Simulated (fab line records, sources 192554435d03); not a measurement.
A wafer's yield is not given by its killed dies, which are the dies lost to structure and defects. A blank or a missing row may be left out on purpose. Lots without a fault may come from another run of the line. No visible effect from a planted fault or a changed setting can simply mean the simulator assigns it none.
Lot-split experiment | flow n5Finfet | 7 lots, 21 wafers read, on a route of 1938 steps

== ABOUT THE SPLIT ==
At N5_BEOL_M8_ILD_DEP_00 (deposits SiCOH lowk from DEMS/porogen, target thk 179.75 nm, time 33.4 s), the setting tempC was moved away from the recipe's 300 C on 8 of the 21 wafers read, by -1.8% to +1.5%. The other wafers ran this setting at the recipe's value.

No step appears in the file between the split and the reading.

== THE READING ==
SiCOH_lowk_of_BEOL_M8_ILD_DEP_00.thkNm (the simulator's own value, which no gauge read), in nm, at N5_BEOL_M8_CURE_74 (cures SiCOH lowk, time 240 s). There is no usual value for it anywhere in the file. Across the 13 wafers here that went through the recipe, the average is 154.4 nm and the standard deviation 1.3 nm.

wafer  | tool, chamber at the split | tempC as run, C | against the recipe | SiCOH_lowk_of_BEOL_M8_ILD_DEP_00.thkNm, nm | against lot-mates on the recipe
L077.1 | pecvd-04, 0                | 296             | -1.3%              | 157                                        | +3.5
L077.5 | pecvd-04, 2                | 300             | recipe             | 153.6                                      | -
L077.6 | pecvd-04, 1                | 300             | recipe             | 153.4                                      | -
L078.4 | pecvd-04, 1                | 300             | recipe             | 153.6                                      | -
L078.5 | pecvd-04, 0                | 304.3           | +1.4%              | 152                                        | -1.7
L078.6 | pecvd-04, 2                | 300             | recipe             | 153.8                                      | -
L080.1 | pecvd-02, 0                | 300             | recipe             | 152.4                                      | -
L080.5 | pecvd-02, 1                | 300             | recipe             | 156.6                                      | -
L080.6 | pecvd-02, 0                | 300             | recipe             | 155.6                                      | -
L083.4 | pecvd-03, 2                | 300             | recipe             | 153.8                                      | -
L083.5 | pecvd-03, 0                | 294.6           | -1.8%              | 161.8                                      | +7.4
L083.6 | pecvd-03, 1                | 300             | recipe             | 155                                        | -
L084.2 | pecvd-02, 0                | 301.7           | +0.6%              | 152.4                                      | no lot-mate on the recipe
L084.4 | pecvd-02, 1                | 301.7           | +0.6%              | 153.8                                      | no lot-mate on the recipe
L084.6 | pecvd-02, 0                | 301.7           | +0.6%              | 155.2                                      | no lot-mate on the recipe
L096.3 | pecvd-02, 1                | 300             | recipe             | 154.8                                      | -
L096.5 | pecvd-02, 1                | 304.6           | +1.5%              | 152.6                                      | -3.3
L096.6 | pecvd-02, 2                | 300             | recipe             | 157                                        | -
L097.2 | pecvd-02, 2                | 300             | recipe             | 152.8                                      | -
L097.4 | pecvd-02, 1                | 300             | recipe             | 154.4                                      | -
L097.5 | pecvd-02, 2                | 294.6           | -1.8%              | 160.4                                      | +6.8

FIT RESULTS
A straight line over all 21 wafers: SiCOH_lowk_of_BEOL_M8_ILD_DEP_00.thkNm changes by -2.55 nm for each +1% of tempC; r = -0.82; the points scatter about the line by 1.5 nm.
The same after taking each lot's own level away (the mean of its wafers on the recipe; 18 wafers): -2.92 nm for each +1%; r = -0.90; scatter 1.3 nm.
The reading moves by 5.3 nm for the largest change in tempC, on that fit.
The span of the lots' own levels, 153.50 to 155.90 nm, comes to 1.8 times the standard deviation stated above.
So the slope is not independent of the lot-to-lot level: the two fits are not the same.
Check: for one of the wafers moved furthest among these (-1.8%), held out of the fit, the line's prediction against its lot-mates is +4.94 nm. Against them it came out at +7.4 nm.

== THESE WAFERS: OTHER SPLITS ==
Before the reading, these wafers also passed through other splits. Each is held against what the fit with the lots' levels taken away leaves over:
other split on the same wafers  | wafers away from the commonest value | r with SiCOH_lowk_of_BEOL_M8_ILD_DEP_00.thkNm (lot level and that fit taken away)
N5_BEOL_M4_COAT_67 spinRpm      | 5                                    | -0.12
N5_BEOL_M6_EXPOSE_25 doseMj     | 8                                    | +0.02
N5_BEOL_M6_ETCH_66 sourceW      | 7                                    | -0.22
N5_BEOL_M7_TRENCH_ETCH_37 timeS | 5                                    | +0.39

== THE WHOLE CHAIN: every reading that the file lists as answering this split, in the file's order ==
step                  | what it does                                                             | reading                                                                                 | change (the file's fit)              | r (the file's)
N5_BEOL_M8_ILD_DEP_00 | deposits SiCOH lowk from DEMS/porogen, target thk 179.75 nm, time 33.4 s | SiCOH_lowk_of_BEOL_M8_ILD_DEP_00.thkNm (the simulator's own value, which no gauge read) | -3.44 nm for each +1% of the setting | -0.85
N5_BEOL_M8_CURE_74    | cures SiCOH lowk, time 240 s                                             | SiCOH_lowk_of_BEOL_M8_ILD_DEP_00.thkNm (the simulator's own value, which no gauge read) | -2.98 nm for each +1% of the setting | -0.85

== FILE'S OWN FIT ==
SiCOH_lowk_of_BEOL_M8_ILD_DEP_00.thkNm changes by -2.98 nm for each +1% of tempC, r = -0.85.
